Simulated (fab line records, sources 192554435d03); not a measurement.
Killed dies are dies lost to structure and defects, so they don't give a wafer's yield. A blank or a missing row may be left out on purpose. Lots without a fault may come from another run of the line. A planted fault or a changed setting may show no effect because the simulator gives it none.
Chamber matching | flow n5_finfet | N5_MOL_CONTACT_COAG_CONTACT_ETCH_14 on rie_diel-01: 4 sister chambers
The step etches SiO2 in C4F6/O2, target depth 27.5 nm, overetch 8.5 nm, time 20 s. 14 wafers are shown with their chamber, then 7 later ones without.

WAFERS WITH THEIR CHAMBER
wafer  | chamber | drypump_motor_current_A (A) | rf_fwd_power_W (W) | throttle_valve_pct (%)
L076.3 | 2       | 5.6                         | 359.4              | 21.20
L076.5 | 2       | 5.6                         | 361.5              | 21.18
L076.6 | 1       | 5.0                         | 363.0              | 21.47
L084.1 | 1       | 5.1                         | 363.5              | 21.49
L084.4 | 2       | 5.6                         | 361.4              | 21.23
L084.6 | 1       | 5.0                         | 362.6              | 21.48
L087.1 | 0       | 6.2                         | 367.0              | 21.26
L087.4 | 0       | 6.2                         | 367.8              | 21.25
L087.5 | 3       | 6.2                         | 365.8              | 21.24
L088.1 | 2       | 5.6                         | 361.8              | 21.25
L088.3 | 0       | 6.2                         | 365.4              | 21.27
L088.6 | 2       | 5.6                         | 363.6              | 21.25
L093.2 | 2       | 5.6                         | 360.9              | 21.27
L093.4 | 1       | 5.0                         | 362.6              | 21.16

SIGNATURES (means of the wafers above)
reading                 | chamber 0 | chamber 1 | chamber 2 | chamber 3 | scatter within a chamber
drypump_motor_current_A | 6.200     | 5.025     | 5.600     | 6.200     | 0.0274
rf_fwd_power_W          | 366.733   | 362.925   | 361.433   | 365.800   | 1.13
throttle_valve_pct      | 21.2600   | 21.4000   | 21.2300   | 21.2400   | 0.0911
Rule: a wafer's distance from a chamber is the root of the sum, over the readings, of the square of ((its reading less the chamber's mean) divided by the reading's scatter). The wafer belongs to the nearest chamber; if the next one is less than 2 further off, it can't be placed. The scatter: the root of (the sum of the squares of (reading less its chamber's mean) over the shown wafers, divided by (wafers less chambers)).

WAFERS WITHOUT THEIR CHAMBER
wafer  | drypump_motor_current_A (A) | rf_fwd_power_W (W) | throttle_valve_pct (%)
L093.5 | 5.6                         | 360.7              | 21.25
L092.1 | 5.0                         | 363.7              | 21.16
L092.2 | 6.1                         | 363.5              | 21.28
L092.5 | 5.1                         | 363.2              | 21.15
L096.2 | 6.2                         | 366.5              | 21.28
L096.4 | 6.2                         | 366.5              | 21.31
L096.6 | 6.2                         | 367.5              | 21.29

WHICH CHAMBER EACH WENT THROUGH
wafer  | from the rows above     | in truth
L093.5 | 2                       | 2
L092.1 | 1                       | 1
L092.2 | can't be placed: 3 or 0 | 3
L092.5 | 1                       | 1
L096.2 | can't be placed: 0 or 3 | 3
L096.4 | can't be placed: 0 or 3 | 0
L096.6 | can't be placed: 0 or 3 | 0
Placed correctly: 3 of 7. Can't be placed from these rows: 4 (the true chamber is among the candidates in 4). Placed wrongly: 0.
